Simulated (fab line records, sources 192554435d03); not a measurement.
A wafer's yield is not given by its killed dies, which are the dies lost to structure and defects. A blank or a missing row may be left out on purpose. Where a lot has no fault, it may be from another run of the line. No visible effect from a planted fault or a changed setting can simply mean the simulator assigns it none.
Matching of chambers -- flow n5-finfet -- 4 sister chambers for N5_SDB_STRIP_21 on rie-diel-06
The step strips in CF4. 8 wafers are shown with their chamber, then 11 later ones without.

WAFERS WITH THEIR CHAMBER
wafer,chamber,drypump-motor-current-A (A),throttle-valve-pct (%)
L080.5,3,5.7,13.64
L084.3,0,4.8,13.38
L089.3,3,5.7,13.67
L089.4,2,6.4,13.34
L092.1,0,4.8,13.39
L092.4,2,6.4,13.36
L092.6,1,5.5,13.92
L091.2,1,5.6,13.92

WAFERS MISSING THEIR CHAMBER
wafer,drypump-motor-current-A (A),throttle-valve-pct (%)
L091.4,6.4,13.35
L091.5,5.6,13.93
L093.1,5.5,13.94
L093.2,6.4,13.35
L093.6,5.5,13.95
L096.1,4.8,13.42
L096.2,5.5,13.95
L096.5,5.5,13.95
L097.1,5.7,13.11
L097.2,6.4,13.41
L097.4,5.6,13.95

EACH ONE'S CHAMBER
wafer,from the rows above,in truth
L091.4,2,2
L091.5,1,1
L093.1,1,1
L093.2,2,2
L093.6,1,1
L096.1,0,0
L096.2,1,1
L096.5,1,1
L097.1,2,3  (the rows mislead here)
L097.2,2,2
L097.4,1,1
Placed correctly: 10 of 11. Can't be placed from these rows: 0. Number placed wrongly: 1.
How it was worked out, from the rows above alone: a wafer's distance from a chamber is the root of the sum, over the readings, of the square of ((its reading less the chamber's mean) divided by the reading's scatter). The wafer belongs to the nearest chamber; if the next one is less than 2 further off, it can't be placed. A chamber's mean is the mean of its shown wafers. The scatter is the square root of a quotient: the sum, over the shown wafers, of each reading's squared deviation from its chamber's mean, divided by wafers minus chambers.
